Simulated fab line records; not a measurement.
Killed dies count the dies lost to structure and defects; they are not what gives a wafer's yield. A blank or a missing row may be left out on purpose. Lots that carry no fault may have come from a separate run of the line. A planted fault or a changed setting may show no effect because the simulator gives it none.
Chamber matching | flow n5_finfet | rie_diel-05 running N5_BEOL_M8_STRIP_36: 4 sister chambers
The step strips in N2/H2. 16 wafers are shown with their chamber, then 8 later ones without.

== WAFERS, EACH WITH ITS CHAMBER ==
wafer  | chamber | drypump_motor_current_A (A) | throttle_valve_pct (%) | showerhead_plenum_p_Torr (Torr)
L083.1 | 3       | 5.7                         | 24.02                  | 2.51
L083.3 | 0       | 6.5                         | 23.55                  | 2.61
L083.4 | 1       | 5.1                         | 23.39                  | 2.51
L086.3 | 3       | 5.7                         | 24.03                  | 2.50
L086.5 | 1       | 5.1                         | 23.36                  | 2.51
L086.6 | 0       | 6.4                         | 23.54                  | 2.60
L088.2 | 3       | 5.7                         | 24.04                  | 2.50
L088.3 | 0       | 6.5                         | 23.56                  | 2.60
L088.4 | 1       | 5.1                         | 23.41                  | 2.51
L090.1 | 0       | 6.5                         | 23.56                  | 2.60
L090.3 | 2       | 5.9                         | 23.62                  | 2.59
L090.4 | 3       | 5.7                         | 24.04                  | 2.50
L087.1 | 0       | 6.5                         | 23.55                  | 2.60
L087.3 | 2       | 5.9                         | 23.62                  | 2.59
L087.5 | 0       | 6.4                         | 23.53                  | 2.60
L092.4 | 3       | 5.7                         | 24.07                  | 2.49

SIGNATURES (averages over the wafers above)
reading                  | chamber 0 | chamber 1 | chamber 2 | chamber 3 | scatter within a chamber
drypump_motor_current_A  | 6.467     | 5.100     | 5.900     | 5.700     | 0.0333
throttle_valve_pct       | 23.5483   | 23.3867   | 23.6200   | 24.0400   | 0.0167
showerhead_plenum_p_Torr | 2.6017    | 2.5100    | 2.5900    | 2.5000    | 0.00486
Rule: a wafer's distance from a chamber is the root of the sum, over the readings, of the square of ((its reading less the chamber's mean) divided by the reading's scatter). If the next closest chamber is less than 2 further off than the closest, the wafer can't be placed; otherwise it belongs to the closest. The scatter: the root of (the sum of the squares of (reading less its chamber's mean) over the shown wafers, divided by (wafers less chambers)).

== WAFERS WHOSE CHAMBER IS MISSING ==
wafer  | drypump_motor_current_A (A) | throttle_valve_pct (%) | showerhead_plenum_p_Torr (Torr)
L092.5 | 5.1                         | 23.39                  | 2.50
L092.6 | 6.4                         | 23.21                  | 2.60
L095.2 | 5.7                         | 24.06                  | 2.49
L095.3 | 6.5                         | 23.22                  | 2.60
L095.6 | 6.0                         | 23.62                  | 2.58
L096.3 | 5.9                         | 23.66                  | 2.58
L096.4 | 5.1                         | 23.41                  | 2.50
L096.5 | 5.1                         | 23.41                  | 2.50

== THE CHAMBER EACH PASSED THROUGH ==
wafer  | from the rows above | in truth
L092.5 | 1                   | 1
L092.6 | 0                   | 0
L095.2 | 3                   | 3
L095.3 | 0                   | 0
L095.6 | 2                   | 2
L096.3 | 2                   | 2
L096.4 | 1                   | 1
L096.5 | 1                   | 1
Placed correctly: 8 of 8. Number that these rows cannot place: 0. Number placed wrongly: 0.
